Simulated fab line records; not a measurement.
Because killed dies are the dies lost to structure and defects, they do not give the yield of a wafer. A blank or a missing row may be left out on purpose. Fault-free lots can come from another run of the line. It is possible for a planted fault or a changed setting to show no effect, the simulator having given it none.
fab line records	flow nandHarc
record: lots: 6	wafers: 18	lastDay: 32
route steps=1302 shown A_STAIRCASE@774 END@1302
lots that met no fault: from a run of the same line without faults
startH: hours from the record's opening day to when the first of the lot's shown wafers began	waitH: hours since the lot's step before	" unchanged from the row above	L1.1+2: a single row standing in for several wafers	- no value, or no start given	* or withheld: withheld	< > ~ a bound
route shown NAME@n: a module of which the file shows steps, and the number in the route of the first	usual: mean/standard deviation taken from wafers without a fault	same: alike in all rows	chamber/n: place in a boat	sites: readings site by site	_std_site: standard deviation across them	_edge_site: the outer-site mean with the inner-site mean subtracted	radiusMm: how far each site lies from the wafer's centre	mask NAME#n: copy n	behind: the last tool/chamber to shape the wafer	hold: why the lot was held/for how many hours/how that ended	device: whichever transistor did not switch (one of n, p or np)	end of line: tests of these same wafers at the route's end	where a step has no rows: the recipe by itself	killed: dies lost to structure and defects at the first sort, not the wafer's yield	map: shows each die of a wafer: x if killed, . if not, _ if none is there
set.NAME: setting as actually run; set.NAME@STEP: the setting as run at that earlier step	model.NAME: the simulator's own value behind a step, which no gauge read
lots at selected steps of the route; one table per step, one row per wafer
services: from which hour (startH, from the record's first day; less than 0 if before it) a tool's chamber was out of use, for how many hours, and why
== steps ==
step: NHARC_A_STAIRCASE_DEHYDRATE_260
recipe: tempC: 150	timeS: 120
step: NHARC_A_STAIRCASE_HMDS_261
recipe: timeS: 30
step: NHARC_A_STAIRCASE_COAT_262
recipe: spinRpm: 1200
step: NHARC_A_STAIRCASE_SOFTBAKE_263
recipe: tempC: 135	timeS: 170
step: NHARC_A_STAIRCASE_EBR_264
step: NHARC_A_STAIRCASE_EXPOSE_265
recipe: na: 0.5	doseMj: 25.01	maskId: CHOP_200
step: NHARC_A_STAIRCASE_PEB_266
recipe: pebTempC: 115	pebTimeS: 130
step: NHARC_A_STAIRCASE_DEVELOP_267
recipe: timeS: 140
step: NHARC_A_STAIRCASE_HARDBAKE_269
recipe: tempC: 120	timeS: 140
step: NHARC_A_STAIRCASE_DESCUM_270
recipe: timeS: 3	o2FlowSccm: 200	arFlowSccm: 0	biasPowerW: 0	chemistry: O2
step: NHARC_A_STAIRCASE_ETCH_271
recipe: cf4FlowSccm: 100	chf3FlowSccm: 30	arFlowSccm: 0	rfW: 500	biasW: 200	chemistry: CF4/CHF3
step: NHARC_A_STAIRCASE_HM_OPEN_457
recipe: o2FlowSccm: 400	cosFlowSccm: 20	arFlowSccm: 0	rfW: 500	biasW: 300	chemistry: O2/COS
usual: drypumpMotorCurrentA: 5.9/0.5	o2FlowSccm: 400.2/1.2	oesProductAu: 1.001/0.011	rfVppV: 469/3.1	showerheadPlenumPTorr: 3.19/0.13	throttleValvePct: 28.330/0.0088
lot.wafer	tool	chamber	startH	waitH	drypumpMotorCurrentA	o2FlowSccm	oesProductAu	rfHoursCounterH	rfVppV	showerheadPlenumPTorr	throttleValvePct
L101.2	rieDiel-12	1	375.08	-	6.7	400.9	0.983	26	469	3.23	28.334
L101.5	"	0	"	"	5.8	398.3	0.998	-	462	2.92	28.341
L101.6	"	1	"	"	6.7	402.0	0.981	-	470	3.23	28.325
L102.2	rieDiel-12	1	397.47	-	6.7	400.4	0.997	36	469	3.22	28.331
L102.3	"	3	"	"	5.9	398.5	1.014	37	469	3.25	28.333
L102.5	"	1	"	"	6.7	400.8	0.987	-	470	3.22	28.333
L107.2	rieDiel-02	0	442.15	-	6.7	400.8	0.977	12	468	3.21	28.343
L107.1	"	3	"	"	5.6	400.0	1.013	13	470	3.21	28.318
L107.6	"	1	"	"	5.0	398.0	0.997	-	467	3.12	28.347
L110.1	rieDiel-02	2	470.02	-	5.5	400.7	0.990	20	469	3.13	28.330
L110.4	"	1	"	"	5.1	399.5	1.005	20	465	3.11	28.329
L110.5	"	3	"	"	5.6	397.9	1.025	-	467	3.21	28.322
L119.1	rieDiel-12	3	547.02	-	5.9	397.4	1.013	32	470	3.22	28.313
L119.6	"	2	"	"	5.3	401.3	1.016	-	464	2.97	28.327
L119.5	"	3	"	"	5.9	399.6	1.003	-	470	3.22	28.319
L121.1	rieDiel-12	1	587.23	-	6.7	397.7	1.005	53	469	3.19	28.336
L121.3	"	3	"	"	5.9	398.8	1.008	42	470	3.22	28.334
L121.6	"	0	"	"	5.8	401.4	1.016	-	472	3.35	28.329
step: NHARC_A_STAIRCASE_STRIP_458
recipe: o2FlowSccm: 400	cosFlowSccm: 20	arFlowSccm: 0	biasW: 0	chemistry: O2/COS
step: NHARC_A_STAIRCASE_ETCH_451
recipe: targetDepthA: 300	overetchA: 30	timeS: 16.5	ionEnergyEv: 100	cf4FlowSccm: 80	o2FlowSccm: 20	arFlowSccm: 0	rfW: 300	biasW: 100	chemistry: CF4/O2
usual: drypumpMotorCurrentA: 5.8/0.49	o2FlowSccm: 20.00/0.062	oesProductAu: 1.002/0.01	rfVppV: 198.4/1.3	showerheadPlenumPTorr: 1.37/0.057	throttleValvePct: 13.397/0.0097
lot.wafer	tool	chamber	startH	waitH	drypumpMotorCurrentA	o2FlowSccm	oesProductAu	rfHoursCounterH	rfVppV	showerheadPlenumPTorr	throttleValvePct
L101.2	rieDiel-12	2	-	-	5.3	20.07	1.006	24	195.2	1.28	13.391
L101.6	"	2	"	"	5.3	20.00	1.007	-	197.3	1.28	13.395
L101.5	"	3	"	"	5.9	19.95	1.017	-	199.8	1.39	13.375
L102.3	rieDiel-04	0	397.79	-	5.3	20.06	1.023	11	197.3	1.31	13.403
L102.2	"	2	"	"	6.2	19.97	1.004	14	200.3	1.44	13.384
L102.5	"	1	"	"	6.0	20.01	0.982	-	199.4	1.44	13.402
L107.2	rieDiel-02	0	-	-	6.7	19.95	0.991	12	199.5	1.37	13.394
L107.1	"	1	"	"	5.1	20.08	0.994	11	198.1	1.33	13.407
L107.6	"	3	"	"	5.5	19.93	1.002	-	198.3	1.38	13.387
L110.4	rieDiel-02	3	-	-	5.5	19.98	1.009	21	199.0	1.37	13.385
L110.1	"	0	"	"	6.7	19.90	0.989	22	199.0	1.37	13.398
L110.5	"	1	"	"	5.1	19.99	0.997	-	197.4	1.33	13.411
L119.1	rieDiel-12	1	-	-	6.7	19.98	0.989	39	198.0	1.37	13.400
L119.5	"	3	"	"	5.9	19.95	1.016	-	199.2	1.38	13.394
L119.6	"	0	"	"	5.8	20.04	1.008	-	198.3	1.44	13.395
L121.3	rieDiel-12	3	-	-	5.9	20.14	1.018	42	200.1	1.38	13.396
L121.1	"	0	"	"	5.8	20.00	1.017	48	199.2	1.44	13.401
L121.6	"	3	"	"	5.9	19.95	1.018	-	199.6	1.38	13.390
step: NHARC_A_STAIRCASE_ETCH_273
recipe: targetDepthA: 1.02e+05	timeS: 2468.6	ionEnergyEv: 800	c4f8FlowSccm: 80	o2FlowSccm: 60	arFlowSccm: withheld	rfW: 600	biasW: 3000	chemistry: C4F8/O2/Ar
usual: oesProductAu: 0.937/0.013	rfVppV: 1833/11
lot.wafer	tool	chamber	startH	waitH	oesProductAu	rfHoursCounterH	rfVppV
L101.2	rieDiel-12	2	-	-	0.947	25	1816
L101.6	"	3	"	"	0.958	-	1837
L101.5	"	0	"	"	0.943	-	1809
L102.3	rieDiel-12	0	398.10	-	0.927	40	1807
L102.2	"	1	"	"	0.925	37	1835
L102.5	"	0	"	"	0.928	-	1807
L107.2	rieDiel-02	1	-	-	0.926	11	1826
L107.1	"	3	"	"	0.961	13	1835
L107.6	"	1	"	"	0.928	-	1826
L110.4	rieDiel-02	2	-	-	0.926	21	1828
L110.1	"	0	"	"	0.927	23	1833
L110.5	"	3	"	"	0.929	-	1834
L119.1	rieDiel-12	1	-	-	0.942	39	1836
L119.6	"	3	"	"	0.944	-	1835
L119.5	"	0	"	"	0.952	-	1847
L121.3	rieDiel-12	3	-	-	0.968	42	1836
L121.1	"	2	"	"	0.969	38	1813
L121.6	"	0	"	"	0.951	-	1845
step: NHARC_A_STAIRCASE_STRIP_274
recipe: o2FlowSccm: 500	arFlowSccm: 0	biasW: 0	chemistry: O2
step: NHARC_A_STAIRCASE_STRIP_275
recipe: timeS: 900	tempC: 130	chemistry: SPM
step: NHARC_A_STAIRCASE_PRECLEAN_276
recipe: timeS: *	tempC: 50	bathAgeMin: 0	chemistry: SC1
step: NHARC_A_STAIRCASE_SRD_277
step: NHARC_A_STAIRCASE_HM_DEP_459
recipe: targetThkA: 15000	tempC: 400	material: aC
step: NHARC_A_STAIRCASE_DEP_280
recipe: targetThkA: 300	targetThkNm: 30	tempC: 400	pressureTorr: 3.5	flowSccm: 200	rfW: 350	material: SiON
usual: heaterPowerW: 812/100	susceptorTempC: 399.99/0.25
lot.wafer	tool	chamber	startH	waitH	heaterPowerW	sinceWetCleanH	susceptorTempC
L101.2	pecvd-01	0	381.86	1.3	814	58	399.76
L101.6	"	1	"	"	990	-	400.09
L101.5	"	0	"	"	816	-	400.14
L102.3	pecvd-01	1	403.66	1.0	986	79	400.09
L102.2	"	2	"	"	631	79	399.99
L102.5	"	2	"	"	624	-	399.90
L107.2	pecvd-02	2	448.79	1.2	816	28	400.15
L107.1	"	1	"	"	825	28	399.94
L107.6	"	1	"	"	824	-	400.37
L110.1	pecvd-03	0	475.36	1.6	890	96	400.19
L110.4	"	1	"	"	708	-	400.21
L110.5	"	0	"	"	884	-	400.57
L119.1	pecvd-02	0	551.99	1.6	983	131	400.04
L119.5	"	2	"	"	850	-	399.71
L119.6	"	1	"	"	731	-	399.47
L121.3	pecvd-01	2	593.10	1.0	653	88	400.19
L121.1	"	0	"	"	782	88	399.90
L121.6	"	0	"	"	752	-	400.11
step: NHARC_A_STAIRCASE_DEHYDRATE_281
recipe: tempC: 150	timeS: 120
step: NHARC_A_STAIRCASE_HMDS_282
recipe: timeS: 30
step: NHARC_A_STAIRCASE_COAT_283
recipe: spinRpm: 1200
step: NHARC_A_STAIRCASE_SOFTBAKE_284
recipe: tempC: 135	timeS: 170
step: NHARC_A_STAIRCASE_EBR_285
step: NHARC_A_STAIRCASE_EXPOSE_286
recipe: na: 0.5	doseMj: 25.01	maskId: CHOP_100
step: NHARC_A_STAIRCASE_PEB_287
recipe: pebTempC: 115	pebTimeS: 130
step: NHARC_A_STAIRCASE_DEVELOP_288
recipe: timeS: 140
step: NHARC_A_STAIRCASE_HARDBAKE_290
recipe: tempC: 120	timeS: 140
step: NHARC_A_STAIRCASE_DESCUM_291
recipe: timeS: 3	o2FlowSccm: 200	arFlowSccm: 0	biasPowerW: 0	chemistry: O2
step: NHARC_A_STAIRCASE_ETCH_292
recipe: cf4FlowSccm: 100	chf3FlowSccm: 30	arFlowSccm: 0	rfW: 500	biasW: 200	chemistry: CF4/CHF3
usual: drypumpMotorCurrentA: 5.8/0.52	oesProductAu: 0.941/0.024	rfVppV: 371.7/2	showerheadPlenumPTorr: 1.61/0.058	throttleValvePct: 16.801/0.0089
lot.wafer	tool	chamber	startH	waitH	drypumpMotorCurrentA	oesProductAu	rfHoursCounterH	rfVppV	showerheadPlenumPTorr	throttleValvePct
L101.2	rieDiel-02	2	382.89	0.1	5.5	0.920	55	371.1	1.58	16.808
L101.5	"	0	"	"	6.6	0.927	-	371.7	1.62	16.804
L101.6	"	1	"	"	5.1	0.927	-	371.5	1.57	16.793
L102.2	rieDiel-12	2	404.70	0.1	5.3	0.928	38	368.3	1.51	16.799
L102.3	"	0	"	"	5.8	0.920	42	367.0	1.47	16.816
L102.5	"	3	"	"	5.9	0.933	-	371.3	1.64	16.791
L107.1	rieDiel-04	2	449.82	0.1	6.3	0.923	34	375.3	1.69	16.799
L107.2	"	3	"	"	6.1	0.929	31	372.9	1.66	16.808
L107.6	"	2	"	"	6.3	0.915	-	373.1	1.69	16.812
L110.4	rieDiel-12	2	476.25	0.1	5.3	0.990	6	368.0	1.50	16.806
L110.1	"	0	"	"	5.8	0.970	7	372.3	1.70	16.783
L110.5	"	2	"	"	5.3	0.989	-	369.2	1.50	16.807
L119.1	rieDiel-02	1	552.93	0.1	5.1	0.981	49	370.4	1.56	16.811
L119.5	"	2	"	"	5.5	0.971	-	371.8	1.57	16.792
L119.6	"	3	"	"	5.6	0.974	-	371.4	1.61	16.807
L121.1	rieDiel-04	2	597.34	3.4	6.3	0.916	18	373.9	1.68	16.804
L121.3	"	3	"	"	6.1	0.917	17	373.4	1.65	16.805
L121.6	"	1	"	"	6.0	0.939	-	374.5	1.68	16.794
step: NHARC_A_STAIRCASE_HM_OPEN_460
recipe: o2FlowSccm: 400	cosFlowSccm: 20	arFlowSccm: 0	rfW: 500	biasW: 300	chemistry: O2/COS
usual: drypumpMotorCurrentA: 5.8/0.53	o2FlowSccm: 400.1/1.2	oesProductAu: 1.001/0.011	rfVppV: 468.6/2.6	showerheadPlenumPTorr: 3.19/0.12	throttleValvePct: 28.330/0.0089
lot.wafer	tool	chamber	startH	waitH	drypumpMotorCurrentA	o2FlowSccm	oesProductAu	rfHoursCounterH	rfVppV	showerheadPlenumPTorr	throttleValvePct
L101.2	rieDiel-02	3	-	-	5.6	401.1	1.004	52	468.5	3.22	28.352
L101.5	"	0	"	"	6.7	399.1	1.010	-	470.1	3.22	28.337
L101.6	"	1	"	"	5.1	399.1	1.008	-	467.9	3.12	28.332
L102.3	rieDiel-12	0	-	-	5.8	399.4	0.993	42	462.0	2.91	28.347
L102.2	"	3	"	"	5.9	401.9	1.014	37	470.3	3.25	28.340
L102.5	"	0	"	"	5.8	399.4	0.993	-	463.3	2.91	28.338
L107.1	rieDiel-04	3	-	-	6.1	399.3	0.998	31	470.9	3.29	28.318
L107.2	"	1	"	"	6.0	400.4	0.984	31	472.2	3.36	28.327
L107.6	"	3	"	"	6.1	401.3	0.988	-	470.3	3.29	28.329
L110.4	rieDiel-12	3	-	-	5.9	398.4	0.991	5	469.5	3.24	28.335
L110.1	"	2	"	"	5.3	398.8	0.999	6	463.8	2.98	28.335
L110.5	"	0	"	"	5.8	399.1	1.001	-	472.1	3.37	28.324
L119.1	rieDiel-02	2	-	-	5.5	402.1	0.996	49	467.7	3.11	28.351
L119.5	"	1	"	"	5.1	401.3	0.998	-	466.4	3.10	28.328
L119.6	"	2	"	"	5.5	398.8	0.998	-	467.9	3.11	28.323
L121.3	rieDiel-04	0	-	-	5.3	400.7	0.999	17	464.8	3.03	28.347
L121.1	"	1	"	"	6.1	402.6	0.998	18	471.2	3.33	28.326
L121.6	"	0	"	"	5.3	400.2	1.011	-	465.6	3.03	28.324
step: NHARC_A_STAIRCASE_STRIP_461
recipe: o2FlowSccm: 400	cosFlowSccm: 20	arFlowSccm: 0	biasW: 0	chemistry: O2/COS
step: NHARC_A_STAIRCASE_ETCH_452
recipe: targetDepthA: 300	overetchA: 30	timeS: 16.5	ionEnergyEv: 100	cf4FlowSccm: 80	o2FlowSccm: 20	arFlowSccm: 0	rfW: 300	biasW: 100	chemistry: CF4/O2
step: NHARC_A_STAIRCASE_ETCH_294
recipe: targetDepthA: 49890	timeS: 1211.6	ionEnergyEv: 800	c4f8FlowSccm: 80	o2FlowSccm: 60	arFlowSccm: withheld	rfW: 600	biasW: 3000	chemistry: C4F8/O2/Ar
step: NHARC_A_STAIRCASE_STRIP_295
recipe: o2FlowSccm: 500	arFlowSccm: 0	biasW: 0	chemistry: O2
step: NHARC_A_STAIRCASE_STRIP_296
recipe: timeS: 900	tempC: 130	chemistry: SPM
step: NHARC_A_STAIRCASE_PRECLEAN_297
recipe: timeS: *	tempC: 50	bathAgeMin: 0	chemistry: SC1
step: NHARC_END_SORT_01
recipe: tempC: 25
usual: killedAtArray: 56/19	killedAtOther: 1.0/1.3	killedAtPeriphery: 3.8/2.2	killedDies: 61/19	killedOpen: 3.1/1.9	killedShort: 2.3/1.5
same: grossDies: 677
lot.wafer	tool	chamber	startH	waitH	killedAtArray	killedAtOther	killedAtPeriphery	killedDies	killedOpen	killedShort
L119.1	prober-01	0	748.22	2.5	170	0	2	172	5	2
L119.5	prober-01	0	751.46	3.7	177	0	3	180	1	3
L119.6	prober-01	0	752.27	4.0	148	1	5	154	2	0
L121.1	prober-02	0	772.51	2.5	101	0	4	105	2	5
L121.3	prober-02	0	774.10	3.1	139	1	5	145	2	4
L121.6	prober-02	0	776.49	4.0	96	0	3	99	1	1
killed by level:class
L119.1 A_STAIRCASE:unspecified=80 A_CHANNEL_HOLE_D1:chamberFilmFlake=31 A_SLIT:chamberFilmFlake=23 A_CHANNEL_HOLE_D2:chamberFilmFlake=16 A_CONTACT:chamberFilmFlake=8 A_SGD_CUT:chamberFilmFlake=3 A_STAIRCASE:chamberFilmFlake=2 P_CONTACT:geometricParticle:open=1
L119.5 A_STAIRCASE:unspecified=73 A_SLIT:chamberFilmFlake=32 A_CHANNEL_HOLE_D1:chamberFilmFlake=30 A_CHANNEL_HOLE_D2:chamberFilmFlake=28 A_CONTACT:chamberFilmFlake=4 A_STAIRCASE:chamberFilmFlake=2 A_SGD_CUT:chamberFilmFlake=2 A_BLC:chamberFilmFlake=2
L119.6 A_STAIRCASE:unspecified=62 A_CHANNEL_HOLE_D1:chamberFilmFlake=30 A_SLIT:chamberFilmFlake=30 A_CHANNEL_HOLE_D2:chamberFilmFlake=19 P_ZERO_WELL:chamberFilmFlake=3 A_CONTACT:chamberFilmFlake=3 A_STAIRCASE:chamberFilmFlake=2 P_M0:geometricParticle:open=1
L121.1 A_STAIRCASE:unspecified=61 A_SLIT:chamberFilmFlake=20 A_CHANNEL_HOLE_D1:chamberFilmFlake=9 P_ZERO_WELL:chamberFilmFlake=3 A_CHANNEL_FILL_D1:geometricParticle:short=2 A_M0:geometricParticle:open=2 A_CONTACT:chamberFilmFlake=2 A_ONON_D2:geometricParticle:short=1
L121.3 A_STAIRCASE:unspecified=70 A_SLIT:chamberFilmFlake=34 A_CHANNEL_HOLE_D1:chamberFilmFlake=17 A_CHANNEL_FILL_D1:chamberFilmFlake=5 A_CONTACT:chamberFilmFlake=5 P_GATE:chamberFilmFlake=3 A_STAIRCASE:chamberFilmFlake=3 P_GATE:geometricParticle:open=1
L121.6 A_STAIRCASE:unspecified=43 A_SLIT:chamberFilmFlake=27 A_CHANNEL_HOLE_D1:chamberFilmFlake=11 A_CONTACT:chamberFilmFlake=7 A_STAIRCASE:chamberFilmFlake=2 P_M0:geometricParticle:open=1 A_CHANNEL_FILL_D1:geometricParticle:short=1 P_CONTACT:chamberFilmFlake=1
map L119.5 (x killed, . not)
____________.____________
_________xxx.x.x_________
_______...xx......_______
______...xxxxxx....______
_____...xxxx........_____
____....x.xx.xx......____
____.....x.xx........____
___......xxxxx........___
___..x....x.x.........___
__.....................__
__.....................__
_..............xx......._
_.x...........x.......xx_
_...x..x..x...xxx....xx._
_..........xx...x...xxxx_
_...x.........xxxxxxxxxx_
.............xxxx...x.xxx
.........x...x.xxx..xxxxx
.....x..xx.x.xxx.....xxx.
...x.xxxx......x..xx.xxx.
..x.xxxxxx....x.....x....
_x.xxxxxx.....x.....x..._
_xxxxxxxx...x.......x.x._
_..xxxxxxxx............._
_.xxxxxxxxx............._
_..xxxxxx............x.._
__.xxxxxx..............__
__x.xxxxx.....x........__
___..xxxx.............___
___.....x........xx...___
____.x...............____
____..x..............____
_____.x............._____
______.............______
_______..........._______
_________......._________
____________.____________
map L121.3 (x killed, . not)
____________.____________
_________..x.x.._________
_______..x..x....._______
______....xxxx.....______
_____.......x.x....._____
____..x...xx.........____
____........x........____
___.....x..x.xx.......___
___...x....x.....x....___
__.....................__
__....x.....x..........__
_...........x..........._
_...........x.xx.......x_
_............xx....x...._
_........x.xxxxxx...x..x_
_..............xxx......_
...........x.xxxx........
.......x....xxxxxx.......
.....xx......xxxx.x......
...xxxx.x....xxx.........
..xxx.xxx....xx..........
_...xxxxxx.............._
_.xxxxxxxx..........x.x._
_.xxxxxxxxxx..x........._
_..xxxxxxx.........x..xx_
_.x.xxxxxx.............._
__..xxxxxx.............__
__xxxxxxxx.............__
___x....x............x___
___.x..xx.............___
____.................____
____x......x.........____
_____....x.........._____
______.............______
_______..........._______
_________......._________
____________.____________
== services ==
tool	chamber	startH	hours	kind
rieDiel-02	2	352.48	2.9	repair
rieDiel-04	0	354.57	4.2	repair
rieDiel-04	-	359.22	9.0	pm
pecvd-03	-	366.00	13.0	pm
rieDiel-02	-	371.02	0.4	repair
pecvd-02	1	373.79	25.4	repair
rieDiel-04	-	387.35	0.5	repair
rieDiel-04	0	402.33	7.7	repair
pecvd-02	-	408.25	13.0	pm
rieDiel-02	-	416.53	0.6	repair
pecvd-01	-	424.23	1.0	repair
pecvd-02	0	440.25	12.8	repair
rieDiel-12	-	447.28	9.0	pm
rieDiel-02	3	455.29	2.5	repair
rieDiel-02	1	464.31	4.4	repair
pecvd-01	-	492.61	13.0	pm
rieDiel-12	2	499.02	10.7	repair
pecvd-02	2	503.27	5.1	repair
rieDiel-12	2	519.50	1.4	repair
rieDiel-04	-	536.33	9.0	pm
pecvd-02	1	559.97	1.8	repair
rieDiel-02	-	574.52	9.0	pm
pecvd-02	-	589.25	13.0	pm
rieDiel-12	3	596.29	4.9	repair
== key ==
firstSign: step: NHARC_END_SORT_01	reading: killedAtArray	direction: up	sigmas: 4.4	usual: 56	struck: 138
effect: step: NHARC_END_SORT_01	reading: killedDies	direction: up	sigmas: 4.3	usual: 61	struck: 142
moreKillsBornAt: NHARC_A_STAIRCASE_HM_OPEN_457@rieDiel-12: 387
metAt NHARC_A_STAIRCASE_HM_OPEN_457
struckWafers L119.1,L119.5,L119.6,L121.1,L121.3,L121.6
testerLeftOut L119,L121
onsetBetween 397.47 547.02
alsoFits time
fault: kind: chamberParticleSource	tool: rieDiel-12	chamber: -	onsetH: 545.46	steps: NHARC_A_STAIRCASE_HM_OPEN_457	ratePerVisitCm2: 0.45305	endH: 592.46
testerLeftOut: of these lots the tester's yield and bins aren't shown, on N5 and GAA mostly nor the transistor test; their killed dies are dies lost to structure and defects alone, not to doping, threshold or leakage, so they don't give the yield
